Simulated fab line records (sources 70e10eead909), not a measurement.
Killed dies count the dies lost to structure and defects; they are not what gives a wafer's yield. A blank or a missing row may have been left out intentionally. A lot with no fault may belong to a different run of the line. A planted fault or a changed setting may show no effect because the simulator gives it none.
fab line records	flow nand-harc
record: lots: 6	wafers: 18	last-day: 23
route steps=1159 shown P_CONTACT@248 P_M0@253
lots with no fault: from the same line, run without faults
start-h: hours from the record's first day to the start of the lot's first wafer shown	wait-h: hours from the lot's prior step to this one	" unchanged from the row above	L1.1+2: a single row standing in for several wafers	- value missing, or start not given	* or withheld: withheld	< > ~ a bound
route shown NAME@n: a module of which the file shows steps, and the number in the route of the first	usual: average and standard deviation across the fault-free wafers	same: alike in all rows	chamber/n: place in a boat	sites: the reading at each site	_std_site: the values' standard deviation	_edge_site: mean of outer sites minus mean of inner sites	radius-mm: how far each site lies from the wafer's centre	mask NAME#n: copy n	behind: tool/chamber where the wafer was last shaped	hold: what put the lot on hold/how long, in hours/how the hold closed	device: which transistor (n, p or np) failed to switch	end of line: tests run on the same wafers once the route is complete	a step without rows: its recipe alone	killed: dies lost to structure and defects at the first sort, not the wafer's yield	map: a wafer's dies, x killed, . not, _ none there
set.NAME: the run value of the setting; set.NAME@STEP: its run value at that earlier step	model.NAME: the simulator's own value behind a step, which no gauge read
lots seen at some steps along the route; tables by step, rows by wafer
services: when a tool's chamber went out of use (start-h, in hours from the record's first day, below 0 if earlier), for how many hours, and the reason
== steps ==
step: NHARC_P_CONTACT_CVD_23
recipe: target-thk-a: 2000	temp-c: 300	pressure-torr: 40	wf6-flow-sccm: 40	h2-flow-sccm: 1600	ar-flow-sccm: 1560	time-s: 557	material: W
usual: heater-power-w: 413/36	throttle-valve-pct: 7.83/0.26
lot.wafer	tool	chamber	start-h	wait-h	heater-power-w	throttle-valve-pct
L920.4	cvd-w-02	0	-	-	383	7.73
L920.3	"	1	"	"	436	8.11
L920.6	"	1	"	"	436	8.24
L924.2	cvd-w-02	0	-	-	383	7.62
L924.4	"	0	"	"	385	7.67
L924.6	"	1	"	"	435	8.00
L928.3	cvd-w-01	0	-	-	401	7.55
L928.6	"	1	"	"	478	7.94
L928.5	"	0	"	"	399	7.47
L929.2	cvd-w-01	0	-	-	408	7.50
L929.4	"	0	"	"	403	7.62
L929.6	"	0	"	"	401	7.60
L933.2	cvd-w-02	0	-	-	358	7.68
L933.4	"	0	"	"	358	7.75
L933.5	"	0	"	"	373	7.75
L935.4	cvd-w-02	0	-	-	360	7.70
L935.5	"	1	"	"	451	7.79
L935.6	"	0	"	"	367	7.63
step: NHARC_P_CONTACT_CMP_24
recipe: t-overpolish-s: 30	target-thk-nm: 200
usual: motor-current-A: 11.8/1.3	overpolish-run-s: 29.999/0.0087	time-to-endpoint-s: 40/3.1
lot.wafer	tool	chamber	start-h	wait-h	motor-current-A	overpolish-run-s	time-to-endpoint-s
L920.4	cmp-03	2	130.41	0.4	13.3	30.004	43
L920.3	"	3	"	"	10.0	30.013	41
L920.6	"	2	"	"	12.3	29.986	41
L924.2	cmp-03	0	161.12	0.6	14.5	30.001	44
L924.4	"	1	"	"	11.9	29.985	42
L924.6	"	3	"	"	10.4	30.005	40
L928.3	cmp-02	1	193.36	0.3	13.3	29.996	41
L928.5	"	3	"	"	9.2	30.010	36
L928.6	"	0	"	"	11.0	29.996	40
L929.4	cmp-03	3	194.32	0.4	10.1	29.995	40
L929.2	"	1	"	"	12.1	30.002	44
L929.6	"	3	"	"	10.2	29.998	42
L933.4	cmp-02	0	215.59	0.3	10.8	29.993	38
L933.2	"	1	"	"	12.6	29.993	38
L933.5	"	0	"	"	11.6	29.996	39
L935.4	cmp-04	0	224.34	0.4	10.7	29.995	43
L935.5	"	2	"	"	11.1	29.998	46
L935.6	"	3	"	"	12.3	29.993	37
step: NHARC_P_CONTACT_SRD_26
step: NHARC_P_CONTACT_INSPECT_27
usual: raw-defect-count: 305/120
lot.wafer	tool	chamber	start-h	wait-h	raw-defect-count
L920.3	defect-inspect-01	-	130.79	0.1	260
L920.4	"	-	"	"	498
L920.6	"	-	"	"	317
L924.2	defect-inspect-02	-	161.52	0.1	373
L924.4	"	-	"	"	271
L924.6	"	-	"	"	483
L928.3	defect-inspect-01	-	193.74	0.1	288
L928.5	"	-	"	"	239
L928.6	"	-	"	"	274
L929.2	defect-inspect-02	-	194.72	0.1	398
L929.4	"	-	"	"	166
L929.6	"	-	"	"	257
L933.2	defect-inspect-02	-	216.00	0.1	170
L933.4	"	-	"	"	260
L933.5	"	-	"	"	238
L935.4	defect-inspect-02	-	224.70	0.1	228
L935.5	"	-	"	"	197
L935.6	"	-	"	"	284
step: NHARC_P_M0_DEP_00
recipe: target-thk-a: 1500	target-thk-nm: 150	temp-c: withheld	pressure-torr: 5	flow-sccm: 200	rf-w: 600	material: SiOC
step: NHARC_P_M0_DEHYDRATE_01
recipe: temp-c: 150	time-s: 120
step: NHARC_P_M0_HMDS_02
recipe: time-s: 30
step: NHARC_P_M0_COAT_33
recipe: temp-c: 200	time-s: 65
step: NHARC_P_M0_COAT_03
recipe: spin-rpm: 1500	resist-thk-nm: 90
step: NHARC_P_M0_SOFTBAKE_04
recipe: temp-c: 105	time-s: 55
step: NHARC_P_M0_EBR_05
step: NHARC_P_M0_EXPOSE_06
recipe: na: 1.35	target-cd-nm: 90	dose-mj: 81.28	mask-id: P_M0
usual: exposure-dose-mJ-cm2: 81.21/0.085
lot.wafer	tool	chamber	start-h	wait-h	mask	exposure-dose-mJ-cm2
L920.3	arfi-scanner-01	0	131.56	-	P_M0#0	81.02
L920.4	"	0	"	"	P_M0#0	81.07
L920.6	"	0	"	"	P_M0#0	81.11
L924.2	arfi-scanner-02	0	162.41	-	P_M0#0	81.18
L924.4	"	0	"	"	P_M0#0	81.16
L924.6	"	0	"	"	P_M0#0	81.20
L928.3	arfi-scanner-02	0	194.38	-	P_M0#0	39.59
L928.5	"	0	"	"	P_M0#0	39.53
L928.6	"	0	"	"	P_M0#0	39.54
L929.2	arfi-scanner-03	0	195.49	-	P_M0#0	81.30
L929.4	"	0	"	"	P_M0#0	81.18
L929.6	"	0	"	"	P_M0#0	81.26
L933.2	arfi-scanner-02	0	216.76	-	P_M0#0	47.69
L933.4	"	0	"	"	P_M0#0	47.77
L933.5	"	0	"	"	P_M0#0	47.69
L935.4	arfi-scanner-01	0	225.62	-	P_M0#0	81.14
L935.5	"	0	"	"	P_M0#0	81.24
L935.6	"	0	"	"	P_M0#0	81.13
step: NHARC_P_M0_PEB_07
recipe: peb-temp-c: 100	peb-time-s: 65
step: NHARC_P_M0_DEVELOP_08
recipe: develop-time-s: 35	dev-temp-c: 23
step: NHARC_P_M0_CD_MEAS_09
recipe: target-cd-nm: 90	landing-energy-ev: 500
usual: cd-nm: 89.6/0.59
lot.wafer	tool	chamber	start-h	wait-h	cd-nm
L920.3	cd-sem-01	0	131.69	-	90.2
L920.4	"	0	"	"	90.0
L920.6	"	0	"	"	91.3
L924.2	cd-sem-02	0	162.55	-	89.4
L924.4	"	0	"	"	88.2
L924.6	"	0	"	"	89.8
L928.3	cd-sem-03	0	194.52	-	45.2
L928.5	"	0	"	"	45.5
L928.6	"	0	"	"	46.5
L929.2	cd-sem-02	0	195.63	-	89.6
L929.4	"	0	"	"	88.8
L929.6	"	0	"	"	89.4
L933.2	cd-sem-03	0	216.90	-	56.1
L933.4	"	0	"	"	56.8
L933.5	"	0	"	"	57.1
L935.4	cd-sem-01	0	225.76	-	89.2
L935.5	"	0	"	"	89.4
L935.6	"	0	"	"	89.3
step: NHARC_P_M0_OVL_MEAS_10
recipe: pitch-nm: 180
usual: overlay-x-nm: 0.0/0.88	overlay-y-nm: 0.1/0.87
lot.wafer	tool	chamber	start-h	wait-h	overlay-x-nm	overlay-y-nm
L920.3	overlay-02	-	131.78	-	-0.9	0.4
L920.4	"	-	"	"	-1.0	1.0
L920.6	"	-	"	"	-0.9	0.2
L924.2	overlay-02	-	162.64	-	-0.5	0.0
L924.4	"	-	"	"	-0.8	0.7
L924.6	"	-	"	"	-0.7	-0.3
L928.3	overlay-01	-	194.61	-	0.9	0.5
L928.5	"	-	"	"	0.4	0.6
L928.6	"	-	"	"	0.4	0.2
L929.2	overlay-01	-	195.71	-	0.1	-0.9
L929.4	"	-	"	"	0.0	-1.1
L929.6	"	-	"	"	-0.5	-1.0
L933.2	overlay-02	-	216.99	-	0.8	0.4
L933.4	"	-	"	"	0.6	0.4
L933.5	"	-	"	"	0.1	0.1
L935.4	overlay-02	-	225.84	-	-0.5	0.4
L935.5	"	-	"	"	-0.4	0.7
L935.6	"	-	"	"	-0.5	1.3
step: NHARC_P_M0_INSPECT_11
usual: raw-defect-count: 4.3/2.4
lot.wafer	tool	chamber	start-h	wait-h	raw-defect-count
L920.3	defect-inspect-02	-	131.81	0.0	2
L920.4	"	-	"	"	8
L920.6	"	-	"	"	2
L924.2	defect-inspect-01	-	162.67	0.0	5
L924.4	"	-	"	"	5
L924.6	"	-	"	"	3
L928.3	defect-inspect-02	-	194.64	0.0	6
L928.5	"	-	"	"	7
L928.6	"	-	"	"	7
L929.2	defect-inspect-02	-	195.75	0.0	5
L929.4	"	-	"	"	2
L929.6	"	-	"	"	3
L933.2	defect-inspect-01	-	217.02	0.0	4
L933.4	"	-	"	"	1
L933.5	"	-	"	"	2
L935.4	defect-inspect-01	-	225.87	0.0	5
L935.5	"	-	"	"	3
L935.6	"	-	"	"	1
step: NHARC_P_M0_DESCUM_14
recipe: time-s: 3	o2-flow-sccm: 200	ar-flow-sccm: 0	bias-power-w: 0	chemistry: O2
usual: drypump-motor-current-A: 5.5/0.39	oes-product-au: 1.007/0.0073	rf-vpp-V: 57.8/0.89	showerhead-plenum-p-Torr: 1.92/0.092	throttle-valve-pct: 11.311/0.0095
same: bias-power-w: 0
lot.wafer	tool	chamber	start-h	wait-h	drypump-motor-current-A	oes-product-au	rf-hours-counter-h	rf-vpp-V	showerhead-plenum-p-Torr	throttle-valve-pct	model.P_M0.cd-nm
L920.4	rie-diel-07	2	131.87	0.1	5.8	1.009	5	57.2	2.00	11.311	89.32
L920.3	"	3	"	"	5.3	0.994	5	56.4	1.79	11.285	89.65
L920.6	"	3	"	"	5.3	0.998	-	58.0	1.79	11.323	91.15
L924.4	rie-diel-13	1	162.73	0.1	4.8	1.010	3	55.7	1.86	11.308	88.67
L924.2	"	0	"	"	5.9	1.007	3	56.0	1.80	11.312	90.15
L924.6	"	1	"	"	4.8	1.019	-	57.6	1.86	11.307	89.88
L928.3	rie-diel-02	0	194.73	0.1	6.3	0.998	2	59.2	1.94	11.308	45.68
L928.6	"	2	"	"	5.7	0.999	-	58.0	1.92	11.305	46.03
L928.5	"	0	"	"	6.3	1.008	-	58.1	1.94	11.312	46.28
L929.2	rie-diel-02	0	195.82	0.1	6.3	1.004	2	58.8	1.94	11.308	90.08
L929.4	"	0	"	"	6.3	1.013	-	56.3	1.94	11.326	90.18
L929.6	"	1	"	"	5.6	1.014	-	59.6	2.07	11.311	89.17
L933.2	rie-diel-13	1	217.09	0.1	4.8	1.012	8	57.8	1.85	11.299	55.5
L933.4	"	3	"	"	5.4	1.004	8	58.0	1.84	11.313	56.15
L933.5	"	0	"	"	5.9	1.001	-	57.7	1.79	11.298	57.48
L935.4	rie-diel-07	1	225.93	0.1	5.2	1.004	13	57.4	2.02	11.330	89.05
L935.6	"	1	"	"	5.2	0.998	-	58.8	2.02	11.318	89.54
L935.5	"	2	"	"	5.8	1.012	-	57.4	2.00	11.303	88.96
step: NHARC_P_M0_ETCH_34
recipe: target-depth-a: 400	overetch-a: 120	time-s: 43.94	ion-energy-ev: 200	n2-flow-sccm: 150	h2-flow-sccm: 150	ar-flow-sccm: 0	rf-w: 400	bias-w: 150	chemistry: N2/H2
usual: drypump-motor-current-A: 5.5/0.38	oes-product-au: 1.007/0.0092	rf-vpp-V: 430.8/2.9	showerhead-plenum-p-Torr: 2.05/0.099	throttle-valve-pct: 14.171/0.0082
lot.wafer	tool	chamber	start-h	wait-h	drypump-motor-current-A	oes-product-au	rf-hours-counter-h	rf-vpp-V	showerhead-plenum-p-Torr	throttle-valve-pct
L920.4	rie-diel-07	3	131.96	0.1	5.3	0.996	5	426.2	1.90	14.170
L920.3	"	2	"	"	5.7	1.004	5	432.7	2.14	14.182
L920.6	"	0	"	"	5.1	1.010	-	431.9	2.09	14.182
L924.4	rie-diel-13	0	162.83	0.1	5.9	0.998	3	427.4	1.91	14.180
L924.2	"	1	"	"	4.8	1.002	3	428.3	1.98	14.162
L924.6	"	3	"	"	5.4	0.992	-	428.0	1.96	14.162
L928.3	rie-diel-02	2	194.82	0.1	5.7	1.010	2	430.8	2.04	14.174
L928.5	"	1	"	"	5.6	1.016	-	436.1	2.21	14.175
L928.6	"	2	"	"	5.7	1.006	-	430.0	2.04	14.181
L929.2	rie-diel-02	2	195.92	0.1	5.6	1.014	2	431.7	2.04	14.176
L929.4	"	1	"	"	5.6	1.025	-	433.1	2.21	14.161
L929.6	"	2	"	"	5.6	1.013	-	431.2	2.04	14.160
L933.2	rie-diel-13	0	217.18	0.1	5.9	1.019	8	427.9	1.91	14.171
L933.4	"	1	"	"	4.8	1.012	8	429.2	1.97	14.163
L933.5	"	3	"	"	5.4	1.007	-	427.9	1.95	14.170
L935.4	rie-diel-07	1	226.02	0.1	5.2	0.999	13	433.5	2.15	14.157
L935.6	"	1	"	"	5.2	1.000	-	435.2	2.15	14.184
L935.5	"	2	"	"	5.7	1.022	-	432.5	2.13	14.171
step: NHARC_P_M0_ETCH_15
recipe: target-depth-a: 1500	overetch-a: 150	time-s: 82.5	c4f8-flow-sccm: withheld	ar-flow-sccm: 400	rf-w: 600	bias-w: 300	chemistry: C4F8/Ar
usual: oes-product-au: 0.965/0.019	rf-vpp-V: 441.1/2.9
lot.wafer	tool	chamber	start-h	wait-h	oes-product-au	rf-hours-counter-h	rf-vpp-V	model.P_M0.cd-nm
L920.3	rie-diel-07	2	-	-	0.976	5	442.7	89.19
L920.4	"	0	"	"	0.991	5	442.7	89.5
L920.6	"	2	"	"	0.959	-	442.4	91.15
L924.2	rie-diel-13	3	-	-	0.961	4	438.2	90.04
L924.4	"	1	"	"	0.968	3	439.2	88.95
L924.6	"	3	"	"	0.955	-	436.8	89.45
L928.3	rie-diel-02	1	-	-	0.984	2	445.7	46.04
L928.6	"	2	"	"	0.973	-	441.3	46.4
L928.5	"	0	"	"	0.962	-	441.3	46.16
L929.2	rie-diel-02	0	-	-	0.956	2	442.0	90.84
L929.6	"	1	"	"	0.982	-	446.6	89.8
L929.4	"	0	"	"	0.968	-	442.8	90.27
L933.2	rie-diel-13	1	-	-	0.967	8	438.8	55.94
L933.4	"	2	"	"	0.987	7	442.8	55.99
L933.5	"	1	"	"	0.965	-	438.6	57.33
L935.4	rie-diel-07	2	-	-	0.940	14	444.1	88.96
L935.6	"	3	"	"	0.934	-	436.6	89.03
L935.5	"	0	"	"	0.922	-	441.7	88.73
step: NHARC_P_M0_CD_MEAS_16
usual: cd-nm: 89.6/0.8
lot.wafer	tool	chamber	start-h	wait-h	cd-nm
L920.3	cd-sem-02	-	132.18	-	89.0
L920.4	"	-	"	"	89.8
L920.6	"	-	"	"	91.3
L924.2	cd-sem-02	-	163.04	-	89.8
L924.4	"	-	"	"	89.1
L924.6	"	-	"	"	89.5
L928.3	cd-sem-02	-	195.05	-	46.1
L928.5	"	-	"	"	45.8
L928.6	"	-	"	"	46.2
L929.2	cd-sem-02	-	196.16	-	90.6
L929.4	"	-	"	"	90.4
L929.6	"	-	"	"	90.0
L933.2	cd-sem-03	-	217.39	-	56.4
L933.4	"	-	"	"	56.2
L933.5	"	-	"	"	57.3
L935.4	cd-sem-02	-	226.24	-	88.8
L935.5	"	-	"	"	88.8
L935.6	"	-	"	"	88.7
== services ==
tool	chamber	start-h	hours	kind
cmp-04	-	109.51	63.9	repair
cvd-w-01	-	113.19	13.0	pm
cmp-02	-	117.74	0.6	repair
rie-diel-13	-	124.94	0.6	repair
cmp-02	-	128.64	4.0	pm
rie-diel-13	1	130.94	3.4	repair
arfi-scanner-01	-	149.53	4.7	repair
rie-diel-02	0	150.86	5.7	repair
rie-diel-02	-	150.93	9.0	pm
arfi-scanner-02	-	154.99	0.7	repair
cmp-03	-	156.26	4.0	pm
arfi-scanner-02	-	160.71	1.0	repair
rie-diel-13	2	165.69	7.5	repair
cmp-02	-	177.95	2.4	repair
rie-diel-13	-	185.68	0.6	repair
rie-diel-02	3	187.89	64.5	repair
arfi-scanner-01	-	196.00	4.0	pm
cvd-w-02	-	197.64	13.0	pm
rie-diel-02	1	200.12	6.8	repair
arfi-scanner-01	-	200.44	7.2	repair
cvd-w-01	-	201.12	1.4	repair
arfi-scanner-01	-	208.39	1.1	repair
cvd-w-01	0	215.34	12.4	repair
cvd-w-02	-	220.13	0.5	repair
== key ==
first-sign: step: NHARC_P_M0_EXPOSE_06	reading: exposure-dose-mJ-cm2	direction: down	sigmas: 99+	usual: 81.21	struck: 43.63
effect: step: NHARC_P_M0_CD_MEAS_09	reading: cd-nm	direction: down	sigmas: 65	usual: 89.6	struck: 51.2	through: control-loop
effect: step: NHARC_P_M0_CD_MEAS_16	reading: cd-nm	direction: down	sigmas: 48	usual: 89.6	struck: 51.3	through: control-loop
model-effect: step: NHARC_P_M0_DESCUM_14	value: P_M0.cd-nm	without: 89.91	struck: 51.18
model-effect: step: NHARC_P_M0_ETCH_15	value: P_M0.cd-nm	without: 90.03	struck: 51.31
met-at NHARC_P_M0_EXPOSE_06
struck-wafers L928.3,L928.5,L928.6,L933.2,L933.4,L933.5
rows-end L933.4
later-rows-left-out L928.3,L928.5,L928.6,L933.2,L933.5
sort-left-out L928.3,L928.5,L928.6,L933.2,L933.5
loop-trim: step: NHARC_P_M0_EXPOSE_06	setting: dose	lots: L933
onset-between 162.41 194.38
fault: kind: process-parameter-drift	tool: arfi-scanner-02	chamber: -	onset-h: 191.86	steps: NHARC_P_M0_EXPOSE_06	channel: dose-mj	offset: -41.698	shape: step	acts-in: these-recipes-only	stated: 81.28
sort-left-out: the simulated sort isn't trusted on such a fault, so these wafers' sort isn't shown, and their yield isn't known
later-rows-left-out: the simulator's readings of these wafers behind a module that went badly wrong aren't trusted and aren't shown, but for the sort
rows-end: these wafers met a further fault down the route, and their rows from its step on are left out
loop-trim: a control loop set the setting to another value than it would have without faults
